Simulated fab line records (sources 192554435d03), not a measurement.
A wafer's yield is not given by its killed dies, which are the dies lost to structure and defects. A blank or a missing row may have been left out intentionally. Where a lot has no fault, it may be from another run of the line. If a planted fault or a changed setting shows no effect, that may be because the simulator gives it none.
fab line records	flow n5Finfet
[record] lots = 6	wafers = 18	lastDay = 17
route steps=1938 shown SD_ACTIVATION@332 ILD0@335 BEOL_M4@1111
lots untouched by any fault: they come from a run of this same line in which no faults occurred
startH: the number of hours between the record's first day and the start of the first shown wafer of the lot	waitH: hours since the lot's step before	" unchanged from the row above	L1.1+2: several wafers, shown together as one row	- no value present, or no start provided	* or withheld: withheld	< > ~ a bound
route shown NAME@n: names a module that has steps shown in the file, with the first one's number in the route	usual: average and standard deviation across the fault-free wafers	same: alike in all rows	chamber/n: place in a boat	sites: the reading at each site	_std_site: how widely they spread, as a standard deviation	_edge_site: inner sites' mean taken away from outer sites' mean	radiusMm: for every site, how far away it sits from the centre of the wafer	mask NAME#n: copy n	behind: the tool/chamber that last shaped the wafer	hold: the reason the lot was held/the length of the hold in hours/how it ended	device: names the non-switching transistor (n, p or np)	end of line: the tests these same wafers got at the end of their route	for a step that has no rows: nothing shown but its recipe	killed: at the first sort, the dies lost to defects and structure; wafer yield is something else	map: the dies of a wafer, with x for killed, . for not killed, _ for no die there
set.NAME: the setting as run; set.NAME@STEP: as run at that earlier step	model.NAME: the simulator's own value behind a step, which no gauge read
lots at selected steps of the route; one table per step, one row per wafer
services: the hour from which a tool's chamber was out of use, counted from the record's first day as startH (under 0 if before that day), plus the number of hours and why
[[steps]]
[step N5_SD_ACTIVATION_RS_MEAS_03]
[recipe] thkMeasGauge = four-point-probe
[usual] RS_SD_N = 21.93/0.3	RS_SD_P = 56.2/1
lot.wafer	tool	chamber	startH	waitH	RS_SD_N[ohm/sq]	RS_SD_P[ohm/sq]
L456.4	filmMetro-02	-	58.73	0.1	21.96	56.8
L456.5	"	-	"	"	22.00	56.3
L456.6	"	-	"	"	22.14	57.6
L459.2	filmMetro-01	-	76.19	0.2	22.11	57.0
L459.4	"	-	"	"	22.19	56.4
L459.6	"	-	"	"	21.66	56.5
L466.2	filmMetro-02	-	123.98	0.2	21.87	54.1
L466.3	"	-	"	"	21.63	54.0
L466.4	"	-	"	"	21.68	54.4
L467.1	filmMetro-02	-	126.93	0.2	22.29	56.8
L467.5	"	-	"	"	22.49	56.8
L467.6	"	-	"	"	22.32	56.0
L473.2	filmMetro-01	-	159.56	0.2	21.68	54.9
L473.4	"	-	"	"	21.89	55.1
L473.5	"	-	"	"	21.88	55.7
L478.1	filmMetro-02	-	191.01	0.2	21.65	55.7
L478.2	"	-	"	"	21.43	55.5
L478.3	"	-	"	"	21.50	56.5
[step N5_SD_ACTIVATION_INSPECT_02]
[recipe] inspectInstrument = darkfield	mode = postAnneal
[usual] rawDefectCount = 168/33
lot.wafer	tool	chamber	startH	waitH	rawDefectCount
L456.4	defectInspect-01	-	59.00	0.1	199
L456.5	"	-	"	"	186
L456.6	"	-	"	"	228
L459.2	defectInspect-01	-	76.49	0.1	145
L459.4	"	-	"	"	116
L459.6	"	-	"	"	132
L466.2	defectInspect-02	-	124.28	0.1	110
L466.3	"	-	"	"	161
L466.4	"	-	"	"	178
L467.1	defectInspect-02	-	127.25	0.2	184
L467.5	"	-	"	"	145
L467.6	"	-	"	"	138
L473.2	defectInspect-01	-	159.86	0.1	174
L473.4	"	-	"	"	178
L473.5	"	-	"	"	180
L478.1	defectInspect-02	-	191.33	0.2	161
L478.2	"	-	"	"	172
L478.3	"	-	"	"	169
[step N5_ILD0_LINER_00]
[recipe] material = SiNx	targetThkA = 40	tempC = 400	aldPrecursorFamily = SiH2I2	aldCoReactant = N2/H2-plasma	pulseTimeS = 1	purgeTimeS = 2	coReactantPurgeTimeS = 2	aldCycles = 80	pressureTorr = 2
[usual] heaterPowerW = 871/92	precursorPulseHeightRel = 1.003/0.02
lot.wafer	tool	chamber	startH	waitH	heaterPowerW	precursorPulseHeightRel
L456.4	aldSin-04	0	59.04	0.0	636	0.994
L456.5	"	0	"	"	636	0.979
L456.6	"	1	"	"	860	0.987
L459.2	aldSin-03	3	76.53	0.0	889	0.985
L459.4	"	1	"	"	887	1.045
L459.6	"	0	"	"	894	1.009
L466.2	aldSin-03	1	124.32	0.0	981	1.031
L466.3	"	0	"	"	900	1.020
L466.4	"	3	"	"	912	1.023
L467.1	aldSin-03	3	127.28	0.0	908	1.002
L467.5	"	3	"	"	910	0.970
L467.6	"	2	"	"	897	0.994
L473.2	aldSin-04	2	159.90	0.0	980	1.007
L473.4	"	3	"	"	701	1.013
L473.5	"	2	"	"	992	0.999
L478.1	aldSin-04	3	191.37	0.0	694	1.005
L478.2	"	2	"	"	976	1.024
L478.3	"	1	"	"	827	1.027
[step N5_ILD0_FCVD_FILL_01]
[recipe] material = SiO2_flowable	targetThkA = 2000	tempC = 100	pressureTorr = 0.8	rfW = 2000	timeS = 328.3
[step N5_ILD0_CURE_02]
[recipe] tempC = 450	timeS = 1800	ambient = steam	idleTempC = 400	rampUpCPerMin = 5	rampDownCPerMin = 3	densificationPH2oTorr = 640
[step N5_ILD0_CMP_03]
[recipe] stopOn = SiNx	tOverpolishS = 1.9	postCmpClean = alkalineBrush	downForcePsi = 4.1491	platenRpm = 51.796	padVelocityMS = 1.0306	targetThkNm = 197.38
[usual] motorCurrentA = 12.0/1.2	overpolishRunS = 1.901/0.0091	platenRpm = 51.80/0.035	timeToEndpointS = 71/4.1
lot.wafer	tool	chamber	startH	waitH	motorCurrentA	overpolishRunS	platenRpm	timeToEndpointS
L456.4	cmp-02	0	61.52	0.1	11.6	1.905	51.73	74
L456.6	"	1	"	"	12.2	1.896	51.83	67
L456.5	"	2	"	"	13.0	1.899	51.78	74
L459.4	cmp-02	0	78.93	0.1	11.4	1.908	51.73	70
L459.2	"	1	"	"	11.0	1.897	51.78	65
L459.6	"	0	"	"	11.3	1.897	51.82	69
L466.3	cmp-03	2	126.72	0.1	12.0	1.896	51.78	70
L466.2	"	3	"	"	11.5	1.910	51.80	69
L466.4	"	0	"	"	12.8	1.899	51.87	69
L467.1	cmp-03	3	129.83	0.1	10.6	1.916	51.74	67
L467.5	"	0	"	"	13.8	1.904	51.76	67
L467.6	"	1	"	"	11.7	1.889	51.75	73
L473.4	cmp-02	1	162.35	0.1	11.4	1.913	51.88	70
L473.2	"	2	"	"	12.9	1.900	51.80	71
L473.5	"	3	"	"	13.0	1.895	51.75	71
L478.1	cmp-03	3	193.73	0.0	11.1	1.904	51.78	71
L478.2	"	1	"	"	12.5	1.918	51.75	73
L478.3	"	2	"	"	12.2	1.887	51.83	70
[step N5_ILD0_THK_MEAS_04]
[usual] thkNm = 197.4/1
lot.wafer	tool	chamber	startH	waitH	thkNm
L456.4	filmMetro-01	-	61.70	-	197.8
L456.5	"	-	"	"	197.8
L456.6	"	-	"	"	196.3
L459.2	filmMetro-01	-	79.19	-	196.6
L459.4	"	-	"	"	198.6
L459.6	"	-	"	"	198.7
L466.2	filmMetro-01	-	126.98	-	196.4
L466.3	"	-	"	"	197.3
L466.4	"	-	"	"	198.2
L467.1	filmMetro-01	-	130.01	-	196.7
L467.5	"	-	"	"	197.7
L467.6	"	-	"	"	197.6
L473.2	filmMetro-02	-	162.57	-	198.8
L473.4	"	-	"	"	197.0
L473.5	"	-	"	"	198.0
L478.1	filmMetro-01	-	194.02	-	198.2
L478.2	"	-	"	"	197.4
L478.3	"	-	"	"	197.4
[step N5_ILD0_CMP_07]
[recipe] stopOn = poly-Si	material = SiO2_flowable	tOverpolishS = 1.18	postCmpClean = alkalineBrush	downForcePsi = 4.1491	platenRpm = 51.796	padVelocityMS = 1.0306	targetThkNm = 138.88
[usual] motorCurrentA = 12.2/1	platenRpm = 51.79/0.036
lot.wafer	tool	chamber	startH	waitH	motorCurrentA	platenRpm
L456.4	cmp-03	0	61.73	0.0	14.2	51.85
L456.5	"	0	"	"	14.6	51.84
L456.6	"	1	"	"	11.6	51.74
L459.4	cmp-04	0	79.25	0.1	11.5	51.80
L459.2	"	2	"	"	12.2	51.80
L459.6	"	0	"	"	11.4	51.80
L466.4	cmp-02	2	127.01	0.0	12.7	51.73
L466.3	"	0	"	"	12.2	51.76
L466.2	"	1	"	"	11.2	51.77
L467.1	cmp-02	3	130.16	0.1	12.3	51.72
L467.6	"	0	"	"	11.3	51.78
L467.5	"	1	"	"	11.4	51.76
L473.2	cmp-02	2	162.60	0.0	12.8	51.78
L473.4	"	0	"	"	11.2	51.84
L473.5	"	3	"	"	13.2	51.78
L478.3	cmp-04	3	194.05	0.0	12.2	51.72
L478.2	"	0	"	"	11.5	51.72
L478.1	"	1	"	"	10.2	51.80
[step N5_ILD0_THK_MEAS_08]
[usual] thkNm = 139.0/1.2
lot.wafer	tool	chamber	startH	waitH	thkNm
L456.4	filmMetro-01	-	62.02	-	136.1
L456.5	"	-	"	"	135.7
L456.6	"	-	"	"	138.2
L459.2	filmMetro-02	-	79.51	-	141.5
L459.4	"	-	"	"	139.0
L459.6	"	-	"	"	137.8
L466.2	filmMetro-02	-	127.30	-	138.7
L466.3	"	-	"	"	140.6
L466.4	"	-	"	"	140.1
L467.1	filmMetro-01	-	130.34	-	138.5
L467.5	"	-	"	"	138.6
L467.6	"	-	"	"	139.0
L473.2	filmMetro-01	-	162.90	-	139.4
L473.4	"	-	"	"	140.5
L473.5	"	-	"	"	139.2
L478.1	filmMetro-01	-	194.35	-	138.3
L478.2	"	-	"	"	137.7
L478.3	"	-	"	"	140.6
[step N5_ILD0_PRECLEAN_10]
[recipe] chemistry = NF3:NH3	afsCycles = 5	timeS = 20	tempC = 30	sublimationTempC = 180	sublimationTimeS = 60	pressureTorr = 3	rfPowerW = 30
[step N5_ILD0_ALD_15]
[recipe] material = SiNx	targetThkA = 240	tempC = 400	aldPrecursorFamily = SiH2I2	aldCoReactant = N2/H2-plasma	pulseTimeS = 1	aldCycles = 480	purgeTimeS = 2	coReactantPurgeTimeS = 2	pressureTorr = 2
[usual] heaterPowerW = 844/96	precursorPulseHeightRel = 0.999/0.02
lot.wafer	tool	chamber	startH	waitH	heaterPowerW	precursorPulseHeightRel
L456.4	aldSin-04	2	63.25	0.7	999	1.024
L456.5	"	0	64.33	1.7	625	0.996
L456.6	"	3	"	"	697	1.026
L459.2	aldSin-04	2	80.23	0.5	1016	0.998
L459.4	"	0	"	"	630	0.989
L459.6	"	0	81.31	1.1	632	1.007
L466.2	aldSin-03	0	128.02	0.5	929	1.008
L466.3	"	1	"	"	965	1.013
L466.4	"	2	"	"	875	1.001
L467.1	aldSin-02	1	131.05	0.6	869	1.030
L467.5	"	2	132.14	1.2	754	0.986
L467.6	"	1	"	"	901	0.986
L473.2	aldSin-02	0	163.61	0.5	864	1.001
L473.4	"	3	"	"	903	1.002
L473.5	"	0	164.70	1.2	850	1.015
L478.1	aldSin-02	3	195.44	0.9	896	0.994
L478.2	"	1	"	"	877	0.980
L478.3	"	2	"	"	751	0.990
[step N5_ILD0_CMP_12]
[recipe] stopOn = poly-Si	material = SiNx	tOverpolishS = 6	postCmpClean = alkalineBrush	downForcePsi = 2.5	platenRpm = 51.8	padVelocityMS = 1.0307	targetThkNm = 17.67
[usual] motorCurrentA = 8.8/0.8	overpolishRunS = 6.001/0.0087	platenRpm = 51.80/0.033	timeToEndpointS = 29.4/2.9
lot.wafer	tool	chamber	startH	waitH	motorCurrentA	overpolishRunS	platenRpm	timeToEndpointS
L456.4	cmp-04	0	65.56	1.2	8.9	6.012	51.76	26.6
L456.6	"	1	"	"	7.2	6.007	51.80	28.2
L456.5	"	2	"	"	8.5	6.011	51.86	29.8
L459.2	cmp-04	1	82.50	1.2	7.0	6.007	51.77	30.9
L459.4	"	2	"	"	8.6	6.011	51.79	30.3
L459.6	"	3	"	"	8.7	6.001	51.79	34.9
L466.2	cmp-04	3	130.22	1.1	8.7	6.006	51.85	62.9
L466.3	"	0	"	"	8.4	5.993	51.82	57.7
L466.4	"	2	"	"	9.2	5.990	51.79	55.2
L467.1	cmp-04	2	133.37	1.2	8.8	6.000	51.76	60.3
L467.5	"	3	"	"	8.7	6.000	51.72	63.6
L467.6	"	0	"	"	8.6	6.007	51.82	56.6
L473.4	cmp-03	2	165.85	1.2	8.9	6.005	51.77	30.8
L473.2	"	3	"	"	8.1	5.980	51.78	26.7
L473.5	"	2	"	"	8.8	6.012	51.83	28.9
L478.1	cmp-02	0	197.64	1.1	8.8	6.000	51.82	30.0
L478.2	"	2	"	"	9.4	6.003	51.79	29.3
L478.3	"	3	"	"	10.1	5.995	51.82	26.5
[step N5_ILD0_THK_MEAS_13]
[usual] thkNm = 17.7/1.2
lot.wafer	tool	chamber	startH	waitH	thkNm
L456.4	filmMetro-02	-	65.74	-	16.4
L456.5	"	-	"	"	16.4
L456.6	"	-	"	"	15.0
L459.2	filmMetro-02	-	82.72	-	17.6
L459.4	"	-	"	"	18.1
L459.6	"	-	"	"	20.8
L466.2	filmMetro-02	-	130.51	-	20.2
L466.3	"	-	"	"	18.6
L466.4	"	-	"	"	18.3
L467.1	filmMetro-01	-	133.55	-	17.6
L467.5	"	-	"	"	20.0
L467.6	"	-	"	"	18.8
L473.2	filmMetro-02	-	166.11	-	17.1
L473.4	"	-	"	"	17.6
L473.5	"	-	"	"	17.6
L478.1	filmMetro-02	-	197.93	-	17.4
L478.2	"	-	"	"	17.9
L478.3	"	-	"	"	18.4
[step N5_BEOL_M4_RC_MEAS_101]
[usual] DIBL_N = 35.8/1.6	DIBL_P = 36.0/2.1	IOFF_N = 0.153/0.026	IOFF_P = 0.21/0.037	ION_N = 673/11	ION_P = 462/7.6	SS_N = 71.4/0.53	SS_P = 73.2/0.67	VT_N = 250/3.2	VT_P = -250/3.7
lot.wafer	tool	chamber	startH	waitH	DIBL_N[mV/V]	DIBL_P[mV/V]	IOFF_N[nA/um]	IOFF_P[nA/um]	ION_N[uA/um]	ION_P[uA/um]	SS_N[mV/dec]	SS_P[mV/dec]	VT_N[mV]	VT_P[mV]
L456.4	prober-02	0	169.88	0.5	33.7	34.6	0.130	0.19	675	469	70.5	72.6	251	-250
L456.5	"	0	"	"	36.0	37.8	0.163	0.24	694	477	71.3	72.8	247	-248
L456.6	"	0	"	"	32.9	33.0	0.114	0.16	670	460	70.0	72.0	252	-254
L459.2	prober-02	0	192.38	0.2	36.0	35.3	0.145	0.19	670	461	71.0	73.7	253	-251
L459.4	"	0	"	"	35.1	34.7	0.123	0.18	667	449	70.8	72.5	254	-253
L459.6	"	0	"	"	37.2	36.9	0.149	0.22	669	461	71.7	73.1	254	-249
L466.2	prober-01	0	240.61	0.2	34.7	35.3	0.138	0.22	673	471	70.8	72.0	252	-246
L466.3	"	0	"	"	35.5	35.8	0.159	0.22	675	465	71.5	72.9	251	-246
L466.4	"	0	"	"	36.4	37.6	0.197	0.28	687	475	71.4	73.7	246	-243
L467.1	prober-01	0	245.27	0.0	35.3	36.0	0.160	0.18	678	456	71.4	73.2	249	-252
L467.5	"	0	"	"	35.1	35.6	0.145	0.17	658	453	71.7	72.6	250	-255
L467.6	"	0	"	"	36.8	37.9	0.188	0.20	684	451	72.5	73.9	247	-252
L473.2	prober-01	0	276.04	0.2	36.5	38.1	0.170	0.22	676	474	71.2	74.0	249	-250
L473.4	"	0	"	"	32.1	32.4	0.097	0.14	646	445	70.9	72.8	257	-258
L473.5	"	0	"	"	33.8	34.6	0.127	0.17	657	454	71.2	73.0	253	-255
L478.1	prober-01	0	302.14	0.0	31.6	30.1	0.090	0.13	651	448	70.3	71.3	256	-257
L478.2	"	0	"	"	38.0	37.4	0.200	0.24	691	464	72.0	73.2	243	-247
L478.3	"	0	"	"	37.5	38.7	0.195	0.24	688	469	71.7	74.2	247	-249
[[services]]
tool	chamber	startH	hours	kind
cmp-02	-	50.33	4.0	pm
cmp-02	-	54.33	-	consumableReplace:conditioner
cmp-02	-	54.33	-	consumableReplace:pad
cmp-03	-	55.30	0.9	repair
aldSin-03	-	55.78	0.5	repair
aldSin-03	3	63.97	3.4	repair
aldSin-03	-	87.08	14.0	pm
cmp-03	-	89.20	2.3	repair
cmp-04	-	100.79	0.8	repair
cmp-03	-	114.49	0.3	repair
cmp-04	-	123.56	6.0	pm
cmp-02	-	136.75	1.0	repair
cmp-04	-	141.83	4.0	pm
cmp-04	-	145.83	-	consumableReplace:conditioner
cmp-04	-	145.83	-	consumableReplace:pad
cmp-02	-	157.28	1.2	repair
cmp-02	-	166.88	3.1	repair
cmp-03	-	172.84	7.8	repair
aldSin-04	-	176.81	14.0	pm
aldSin-04	0	176.81	14.0	ventCycle
aldSin-04	1	176.81	14.0	ventCycle
aldSin-04	2	176.81	14.0	ventCycle
aldSin-02	-	177.32	6.1	pm
cmp-03	-	183.94	1.6	repair
[[key]]
[firstSign] step = N5_ILD0_CMP_12	reading = timeToEndpointS	direction = up	sigmas = 10	usual = *	struck = *
effect none on later readings
metAt N5_ILD0_CMP_12
struckWafers L466.2,L466.3,L466.4,L467.1,L467.5,L467.6
rowsEnd L466.2,L466.3,L466.4,L467.1,L467.5,L467.6
onsetBetween 82.50 130.22
[fault] kind = processParameterDrift	tool = cmp-04	chamber = -	onsetH = 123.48	steps = N5_ILD0_CMP_12	channel = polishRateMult	offset = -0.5	shape = step
// rowsEnd: these wafers met a further fault down the route, and their rows from its step on are left out
